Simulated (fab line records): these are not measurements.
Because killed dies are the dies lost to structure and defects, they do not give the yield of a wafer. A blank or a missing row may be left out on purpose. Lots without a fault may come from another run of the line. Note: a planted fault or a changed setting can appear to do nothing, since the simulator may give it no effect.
fab line records	flow n5Finfet
record lots=9	wafers=26	lastDay=20
route steps=1938 shown BEOL_M15@1786 PASSIVATION@1936
lots untouched by any fault: they come from a run of this same line in which no faults occurred
startH: hours from the record's opening day to when the first of the lot's shown wafers began	waitH: hours elapsed since this lot's preceding step	" identical to the entry in the row above	L1.1+2: one row covering several wafers at once	- no value present, or no start provided	* or withheld: withheld	< > ~ a bound
route shown NAME@n: NAME is a module with steps in the file, n the number in the route of the first one	usual: mean/standard deviation of fault-free wafers	same: alike in all rows	chamber/n: place in a boat	sites: the reading at each site	_std_site: the values' standard deviation	_edge_site: mean of outer sites minus mean of inner sites	radiusMm: how far each site lies from the wafer's centre	mask NAME#n: copy n	behind: tool/chamber where the wafer was last shaped	hold: the reason the lot was held/the length of the hold in hours/how it ended	device: names the non-switching transistor (n, p or np)	end of line: the tests these same wafers got at the end of their route	for a step that has no rows: nothing shown but its recipe	killed: count of dies lost to structure and defects at first sort (not the wafer's yield)	map: shows each die of a wafer: x if killed, . if not, _ if none is there
set.NAME: setting as actually run; set.NAME@STEP: the setting as run at that earlier step	model.NAME: the simulator's own value behind a step, which no gauge read
one table for each step of the route and one row for each wafer, over a sample of lots
services: a tool's chamber out of use, with start hour (startH, from the record's first day; less than 0 if before it), hours out, and reason
## steps
# step N5_BEOL_M15_DESCUM_15
# recipe chemistry=O2	timeS=7.9	sourcePowerW=50	biasPowerW=20	pressureMtorr=20	rfFrequencyHz=2.712e+07	tempC=40	o2FlowSccm=225
# usual drypumpMotorCurrentA=5.6/0.39	oesProductAu=0.79/0.078	rfFwdPowerW=49.34/0.22	rfVppV=243.0/1.5	showerheadPlenumPTorr=2.09/0.072	throttleValvePct=20.46/0.2
lot.wafer	tool	chamber	startH	waitH	drypumpMotorCurrentA	oesProductAu	rfFwdPowerW	rfHoursCounterH	rfVppV	showerheadPlenumPTorr	throttleValvePct
L843.1	rieDiel-02	3	316.61	0.0	5.7	0.71	49.68	238	241.6	1.95	20.43
L843.4	"	1	"	"	5.4	0.81	49.35	108	245.6	2.19	20.23
L843.5	"	3	"	"	5.7	0.70	49.31	-	241.4	1.95	20.46
L845.1	rieDiel-02	0	326.75	0.2	5.5	0.77	49.35	143	241.7	2.01	20.34
L845.4	"	3	"	"	5.7	0.71	49.62	-	241.5	1.95	20.43
L845.6	"	2	"	"	5.5	0.70	49.42	-	240.7	2.08	20.55
L850.1	rieDiel-03	1	353.85	0.0	6.4	0.74	49.81	204	244.0	2.11	20.72
L850.4	"	3	"	"	4.9	0.71	49.66	221	244.9	2.15	20.81
L850.6	"	1	"	"	6.4	0.74	49.62	-	242.8	2.11	20.74
L847.2	rieDiel-03	0	357.74	0.0	6.0	0.81	49.08	86	242.2	2.12	20.44
L847.3	"	2	"	"	5.4	0.88	49.57	15	244.0	2.17	20.33
L847.4	"	1	"	"	6.5	0.73	49.24	205	243.2	2.11	20.74
L854.1	rieDiel-03	3	370.80	0.0	4.9	0.70	49.67	226	243.2	2.15	20.81
L854.2	"	2	"	"	5.4	0.88	49.39	19	244.4	2.17	20.34
L854.6	"	0	"	"	6.0	0.80	49.28	-	244.0	2.12	20.46
L855.2	rieDiel-02	1	379.46	0.0	5.4	0.79	48.92	127	245.3	2.18	20.24
L855.6	"	0	"	"	5.5	0.75	49.54	-	241.6	2.01	20.38
L858.1	rieDiel-03	2	417.02	0.0	5.4	0.87	49.63	25	243.2	2.17	20.36
L858.3	"	3	"	"	4.9	0.71	49.35	232	242.7	2.15	20.81
L858.5	"	3	"	"	4.9	0.70	49.42	-	244.3	2.15	20.82
L860.4	rieDiel-03	0	428.61	0.0	6.0	0.79	49.32	100	243.8	2.11	20.48
L860.5	"	0	"	"	6.0	0.79	49.15	-	243.7	2.11	20.47
L860.6	"	1	"	"	6.4	0.73	49.72	-	242.5	2.10	20.77
L862.2	rieDiel-02	0	456.67	0.3	5.5	0.73	49.22	183	241.4	2.00	20.40
L862.3	"	1	"	"	5.4	0.77	49.44	148	245.2	2.17	20.27
L862.4	"	2	"	"	5.5	0.98	49.18	7	244.2	2.07	20.40
# step N5_BEOL_M15_ETCH_59
# recipe chemistry=N2/H2	target=BARC	targetDepthA=890	overetchA=267	timeS=67.9	ionEnergyEv=200	pressureMtorr=30	sourceW=840	biasW=150	n2FlowSccm=200	h2FlowSccm=200
# usual drypumpMotorCurrentA=5.6/0.39	oesProductAu=0.68/0.066	rfFwdPowerW=833/3	rfVppV=523.7/2.7	showerheadPlenumPTorr=2.54/0.09	throttleValvePct=17.87/0.24
lot.wafer	tool	chamber	startH	waitH	drypumpMotorCurrentA	oesProductAu	rfFwdPowerW	rfHoursCounterH	rfVppV	showerheadPlenumPTorr	throttleValvePct
L843.1	rieDiel-02	3	316.65	0.0	5.6	0.61	837	238	520.5	2.39	18.02
L843.4	"	1	"	"	5.4	0.68	832	108	528.2	2.66	17.65
L843.5	"	3	"	"	5.6	0.61	838	-	521.5	2.39	18.00
L845.1	rieDiel-02	0	326.78	0.0	5.5	0.66	834	143	520.7	2.46	17.94
L845.4	"	3	"	"	5.7	0.61	836	-	521.0	2.39	17.99
L845.6	"	2	"	"	5.5	0.60	831	-	521.9	2.49	17.91
L850.1	rieDiel-03	1	353.88	0.0	6.4	0.64	834	204	524.7	2.51	17.86
L850.4	"	3	"	"	4.9	0.61	831	221	525.0	2.62	18.35
L850.6	"	1	"	"	6.5	0.62	837	-	522.5	2.51	17.87
L847.2	rieDiel-03	0	357.78	0.0	6.0	0.70	831	86	524.3	2.61	18.16
L847.3	"	2	"	"	5.4	0.78	829	15	526.1	2.59	17.48
L847.4	"	1	"	"	6.5	0.63	831	205	523.2	2.51	17.86
L854.1	rieDiel-03	3	370.84	0.0	4.9	0.61	834	226	524.5	2.62	18.33
L854.2	"	2	"	"	5.4	0.76	836	19	525.4	2.59	17.51
L854.6	"	0	"	"	6.0	0.68	831	-	524.3	2.60	18.16
L855.2	rieDiel-02	1	379.50	0.0	5.4	0.66	828	127	526.8	2.65	17.68
L855.6	"	0	"	"	5.5	0.64	829	-	520.7	2.45	17.97
L858.1	rieDiel-03	2	417.05	0.0	5.4	0.75	831	25	525.5	2.59	17.52
L858.3	"	3	"	"	4.9	0.60	830	232	525.4	2.62	18.37
L858.5	"	3	"	"	4.9	0.61	830	-	525.5	2.62	18.35
L860.4	rieDiel-03	0	428.64	0.0	6.0	0.69	832	100	523.9	2.60	18.17
L860.5	"	0	"	"	6.0	0.69	827	-	523.4	2.60	18.20
L860.6	"	1	"	"	6.5	0.61	828	-	521.9	2.51	17.88
L862.2	rieDiel-02	0	456.70	0.0	5.5	0.64	834	183	520.3	2.44	18.01
L862.3	"	1	"	"	5.4	0.65	830	148	526.4	2.64	17.72
L862.4	"	2	"	"	5.5	0.84	825	7	522.6	2.48	17.65
# step N5_BEOL_M15_EXPOSE_25
# recipe maskId=M15	na=0.8	sourceShape=annular	sigmaInner=0.5	sigmaOuter=0.8	polarization=unpolarized	targetCdNm=400	doseMj=35.5
# usual exposureDoseMJCm2=35.49/0.039
# same na=0.8
lot.wafer	tool	chamber	startH	waitH	mask	exposureDoseMJCm2
L843.1	krfScanner-01	0	317.95	-	M15#0	35.47
L843.4	"	0	"	"	M15#0	35.45
L843.5	"	0	"	"	M15#0	35.45
L845.1	krfScanner-02	0	328.15	-	M15#0	35.46
L845.4	"	0	"	"	M15#0	35.47
L845.6	"	0	"	"	M15#0	35.51
L850.1	krfScanner-02	0	355.35	-	M15#0	35.51
L850.4	"	0	"	"	M15#0	35.52
L850.6	"	0	"	"	M15#0	35.52
L847.2	krfScanner-02	0	358.98	-	M15#0	35.55
L847.3	"	0	"	"	M15#0	35.49
L847.4	"	0	"	"	M15#0	35.51
L854.1	krfScanner-01	0	372.04	-	M15#0	35.41
L854.2	"	0	"	"	M15#0	35.44
L854.6	"	0	"	"	M15#0	35.41
L855.2	krfScanner-01	0	380.79	-	M15#0	35.49
L855.6	"	0	"	"	M15#0	35.49
L858.1	krfScanner-01	0	418.35	-	M15#0	35.46
L858.3	"	0	"	"	M15#0	35.46
L858.5	"	0	"	"	M15#0	35.43
L860.4	krfScanner-01	0	429.82	-	M15#0	35.47
L860.5	"	0	"	"	M15#0	35.52
L860.6	"	0	"	"	M15#0	35.46
L862.2	krfScanner-01	0	457.97	-	M15#0	35.41
L862.3	"	0	"	"	M15#0	35.48
L862.4	"	0	"	"	M15#0	35.54
# step N5_BEOL_M15_OVL_MEAS_29
# recipe pointsPerWafer=44
# usual M15_OVL=4/6.8
lot.wafer	tool	chamber	startH	waitH	M15_OVL[nm]
L843.1	overlay-02	0	318.15	0.0	9
L843.4	"	0	"	"	10
L843.5	"	0	"	"	9
L845.1	overlay-02	0	328.35	0.0	-2
L845.4	"	0	"	"	0
L845.6	"	0	"	"	2
L850.1	overlay-02	0	355.55	0.0	75
L850.4	"	0	"	"	66
L850.6	"	0	"	"	63
L847.2	overlay-02	0	359.18	0.0	84
L847.3	"	0	"	"	72
L847.4	"	0	"	"	77
L854.1	overlay-01	0	372.25	0.0	13
L854.2	"	0	"	"	7
L854.6	"	0	"	"	6
L855.2	overlay-01	0	380.99	0.0	1
L855.6	"	0	"	"	-10
L858.1	overlay-02	0	418.55	0.0	18
L858.3	"	0	"	"	6
L858.5	"	0	"	"	15
L860.4	overlay-02	0	430.01	0.0	13
L860.5	"	0	"	"	13
L860.6	"	0	"	"	7
L862.2	overlay-02	0	458.16	0.0	4
L862.3	"	0	"	"	7
L862.4	"	0	"	"	10
# step N5_BEOL_M15_TRENCH_ETCH_34
# recipe chemistry=C4F8/O2/Ar	target=SiO2	targetDepthA=8729.3	heInnerTorr=15	heOuterTorr=30	timeS=199	ionEnergyEv=800	pressureMtorr=20	sourceW=1905	biasW=2040	Ar_flow_sccm=400	C4F8_flow_sccm=16	O2_flow_sccm=12
# usual drypumpMotorCurrentA=5.6/0.37	oesProductAu=0.78/0.079	rfFwdPowerW=1900/6.5	rfVppV=2217/50	showerheadPlenumPTorr=3.42/0.11	throttleValvePct=30.91/0.24
lot.wafer	tool	chamber	startH	waitH	drypumpMotorCurrentA	oesProductAu	rfFwdPowerW	rfHoursCounterH	rfVppV	showerheadPlenumPTorr	throttleValvePct
L843.1	rieDiel-02	2	318.39	0.0	5.5	0.72	1901	221	2156	3.41	30.93
L843.4	"	1	"	"	5.4	0.81	1908	109	2254	3.60	30.78
L843.5	"	3	"	"	5.7	0.69	1907	-	2183	3.23	30.73
L845.1	rieDiel-03	3	328.64	0.0	5.0	0.72	1901	215	2228	3.54	31.34
L845.4	"	0	"	"	6.0	0.80	1893	78	2273	3.47	30.88
L845.6	"	2	"	"	5.4	0.92	1893	-	2228	3.52	30.63
L850.1	rieDiel-06	0	355.70	0.0	5.5	0.84	1899	71	2172	3.35	30.63
L850.4	"	1	"	"	5.4	0.79	1902	-	2315	3.49	31.27
L850.6	"	0	"	"	5.5	0.84	1885	-	2173	3.35	30.61
L847.2	rieDiel-06	1	359.42	0.0	5.4	0.79	1904	118	2314	3.49	31.26
L847.3	"	0	"	"	5.5	0.84	1890	72	2174	3.35	30.61
L847.4	"	1	"	"	5.4	0.79	1888	-	2314	3.49	31.26
L854.1	rieDiel-03	0	372.39	0.0	6.0	0.79	1910	91	2272	3.46	30.89
L854.2	"	3	"	"	4.9	0.72	1908	227	2227	3.53	31.35
L854.6	"	1	"	"	6.5	0.74	1896	-	2242	3.41	30.95
L855.2	rieDiel-02	3	381.14	0.0	5.7	0.94	1905	4	2219	3.62	30.54
L855.6	"	3	"	"	5.7	0.93	1906	-	2218	3.62	30.55
L858.1	rieDiel-03	1	418.70	0.0	6.5	0.74	1898	216	2240	3.40	30.95
L858.3	"	3	"	"	4.9	0.71	1900	233	2227	3.53	31.35
L858.5	"	1	"	"	6.5	0.74	1906	-	2240	3.40	30.95
L860.4	rieDiel-03	2	430.15	0.0	5.4	0.88	1903	29	2227	3.51	30.66
L860.5	"	0	"	"	6.0	0.78	1891	-	2270	3.45	30.88
L860.6	"	3	"	"	4.9	0.72	1898	-	2226	3.52	31.38
L862.2	rieDiel-03	2	458.45	0.0	5.4	0.86	1909	39	2227	3.50	30.66
L862.3	"	1	"	"	6.5	0.71	1913	222	2243	3.40	30.94
L862.4	"	0	"	"	6.0	0.77	1898	111	2269	3.45	30.90
# step N5_PASSIVATION_PROBE_49
# usual defectLimitedYield=91.2/1.5	killed_at_M0_to_M3=36/10	killed_at_M4_up=14/5.2	killedAtContacts=12/6	killedAtFrontEnd=37/10	killedAtOther=4/3.3	killedDies=104/18	killedOnRim=14/4.1	killedOpen=68/14	killedShort=34/7.4	sort_bin_4_leakage=0.01/0.04	sort_bin_5_function=5.2/1	sort_bin_6_memory=3.3/0.7	sort_bin_8_speed=0.01/0.045	sortNPass=1076/18	sortYieldPct=91.2/1.5
# same grossDies=1180	killedAtBackSide=0
lot.wafer	tool	chamber	startH	waitH	defectLimitedYield[%]	killed_at_M0_to_M3	killed_at_M4_up	killedAtContacts	killedAtFrontEnd	killedAtOther	killedDies	killedOnRim	killedOpen	killedShort	sort_bin_4_leakage[%]	sort_bin_5_function[%]	sort_bin_6_memory[%]	sort_bin_8_speed[%]	sortNPass	sortYieldPct[%]
L858.1	prober-02	-	439.42	0.0	89.2	50	14	10	46	8	128	15	91	36	0	6.9	3.6	0.08	1051	89.1
L858.3	prober-02	-	439.52	0.1	90.3	40	9	16	45	4	114	10	86	28	0	6.9	2.5	0	1066	90.3
L858.5	prober-02	-	439.62	0.2	91.6	46	11	7	29	6	99	11	68	29	0	5.3	2.5	0	1081	91.6
# killed by level:class
L858.1 BEOL_M2:geometricParticle:open=20 STI_FIN_REVEAL:geometricParticle:open=15 BEOL_M1:geometricParticle:open=11 MOL_CONTACT_COAG:geometricParticle:open=8 FIN_SAQP:geometricParticle:open=7 BEOL_M0_SAQP:geometricParticle:open=6 BEOL_M0_SAQP:geometricParticle:short=5 BEOL_M5:geometricParticle:open=5
L858.3 BEOL_M1:geometricParticle:open=15 MOL_CONTACT_COAG:geometricParticle:open=12 BEOL_M2:geometricParticle:open=11 STI_FIN_REVEAL:geometricParticle:open=10 FIN_SAQP:geometricParticle:open=9 BEOL_M3:geometricParticle:open=6 FIN_SAQP:geometricParticle:short=4 STI_FIN_REVEAL:geometricParticle:short=4
L858.5 BEOL_M0_SAQP:geometricParticle:short=8 BEOL_M1:geometricParticle:open=8 BEOL_M2:geometricParticle:open=8 BEOL_M3:geometricParticle:open=8 MOL_CONTACT_COAG:geometricParticle:open=6 BEOL_M0_SAQP:geometricParticle:open=6 FIN_SAQP:geometricParticle:open=5 GATE_CUT:geometricParticle:open=5
## services
tool	chamber	startH	hours	kind
krfScanner-02	-	299.78	2.2	repair
krfScanner-01	-	304.38	1.0	pm
krfScanner-02	-	305.47	0.8	pm
krfScanner-01	-	309.65	0.8	pm
krfScanner-02	-	316.63	4.7	repair
rieDiel-06	2	331.76	38.5	repair
krfScanner-02	-	337.58	1.6	repair
rieDiel-02	3	351.50	-	clean
rieDiel-02	3	351.50	-	consumableReplace:focusRing
rieDiel-02	3	351.50	-	consumableReplace:showerhead
rieDiel-02	3	351.50	17.3	scheduledDown
rieDiel-02	3	351.50	17.3	ventCycle
krfScanner-01	-	363.88	0.3	repair
krfScanner-02	-	368.21	0.1	repair
krfScanner-02	-	376.15	1.3	pm
rieDiel-03	-	377.95	28.1	pm
rieDiel-02	-	383.26	0.5	repair
rieDiel-02	2	402.09	-	clean
krfScanner-01	-	408.41	3.5	repair
krfScanner-02	-	412.45	1.0	pm
krfScanner-02	-	424.59	36.0	pm
rieDiel-03	1	436.31	21.0	repair
rieDiel-06	-	440.85	5.4	repair
rieDiel-02	1	457.33	10.4	repair
## key
firstSign step=N5_BEOL_M15_OVL_MEAS_29	reading=M15_OVL	direction=up	sigmas=10	usual=4	struck=73
effect none on later readings
metAt N5_BEOL_M15_EXPOSE_25
struckLots L847,L850
notActingAt N5_BEOL_M15_DESCUM_15,N5_BEOL_M15_ETCH_59,N5_BEOL_M15_TRENCH_ETCH_34
onsetBetween 328.15 355.35
fault kind=scannerMatchingOverlay	tool=krfScanner-02	chamber=-	onsetH=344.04	steps=N5_BEOL_M15_EXPOSE_25	offset=69.866
